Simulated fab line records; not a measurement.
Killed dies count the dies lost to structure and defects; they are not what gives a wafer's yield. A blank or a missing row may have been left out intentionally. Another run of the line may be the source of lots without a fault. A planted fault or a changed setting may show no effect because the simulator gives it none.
Matching of chambers / flow n5-finfet / 4 sister chambers for N5_FIN_SAQP_SPACER1_ALD_24 on ald-sin-03
The step deposits SiO2, target thk 20.3 nm, pulse time 1 s, purge time 2 s. 14 wafers are shown with their chamber, then 7 later ones without.

## WAFERS WITH THEIR CHAMBER
wafer=L075.1; chamber=3; heater-power-w (W)=489; precursor-pulse-height-rel=1.018
wafer=L075.2; chamber=0; heater-power-w (W)=390; precursor-pulse-height-rel=0.990
wafer=L075.5; chamber=2; heater-power-w (W)=426; precursor-pulse-height-rel=1.014
wafer=L078.1; chamber=3; heater-power-w (W)=494; precursor-pulse-height-rel=0.980
wafer=L078.4; chamber=1; heater-power-w (W)=370; precursor-pulse-height-rel=1.000
wafer=L078.5; chamber=3; heater-power-w (W)=496; precursor-pulse-height-rel=0.980
wafer=L080.2; chamber=1; heater-power-w (W)=368; precursor-pulse-height-rel=0.964
wafer=L080.5; chamber=0; heater-power-w (W)=388; precursor-pulse-height-rel=0.975
wafer=L080.6; chamber=3; heater-power-w (W)=503; precursor-pulse-height-rel=1.068
wafer=L089.1; chamber=2; heater-power-w (W)=433; precursor-pulse-height-rel=0.983
wafer=L089.2; chamber=0; heater-power-w (W)=406; precursor-pulse-height-rel=1.031
wafer=L089.4; chamber=3; heater-power-w (W)=490; precursor-pulse-height-rel=1.004
wafer=L091.3; chamber=2; heater-power-w (W)=443; precursor-pulse-height-rel=1.011
wafer=L091.4; chamber=1; heater-power-w (W)=364; precursor-pulse-height-rel=0.987

SIGNATURES (averages over the wafers above)
reading=heater-power-w; chamber 0=394.67; chamber 1=367.33; chamber 2=434.00; chamber 3=494.40; scatter within a chamber=6.96
reading=precursor-pulse-height-rel; chamber 0=0.99867; chamber 1=0.98367; chamber 2=1.00267; chamber 3=1.01000; scatter within a chamber=0.0286
Rule: for a wafer and a chamber, the distance is found by dividing, reading by reading, the gap between the wafer's reading and the chamber's mean by the reading's scatter, squaring, summing and taking the root. If the next closest chamber is less than 2 further off than the closest, the wafer can't be placed; otherwise it belongs to the closest. How the scatter is found: for the shown wafers, subtract from each reading the mean of its chamber, square and add these, divide the total by (wafers less chambers), then take the root.

## WAFERS MISSING THEIR CHAMBER
wafer=L091.6; heater-power-w (W)=361; precursor-pulse-height-rel=0.975
wafer=L093.1; heater-power-w (W)=430; precursor-pulse-height-rel=0.976
wafer=L093.4; heater-power-w (W)=501; precursor-pulse-height-rel=0.953
wafer=L093.6; heater-power-w (W)=489; precursor-pulse-height-rel=0.957
wafer=L095.1; heater-power-w (W)=360; precursor-pulse-height-rel=0.961
wafer=L095.2; heater-power-w (W)=445; precursor-pulse-height-rel=0.982
wafer=L095.3; heater-power-w (W)=492; precursor-pulse-height-rel=1.041

## EACH ONE'S CHAMBER
wafer=L091.6; from the rows above=1; in truth=1
wafer=L093.1; from the rows above=2; in truth=2
wafer=L093.4; from the rows above=3; in truth=3
wafer=L093.6; from the rows above=3; in truth=3
wafer=L095.1; from the rows above=1; in truth=1
wafer=L095.2; from the rows above=2; in truth=2
wafer=L095.3; from the rows above=3; in truth=3
Placed correctly: 7 of 7. Can't be placed from these rows: 0. Wrongly placed: 0.
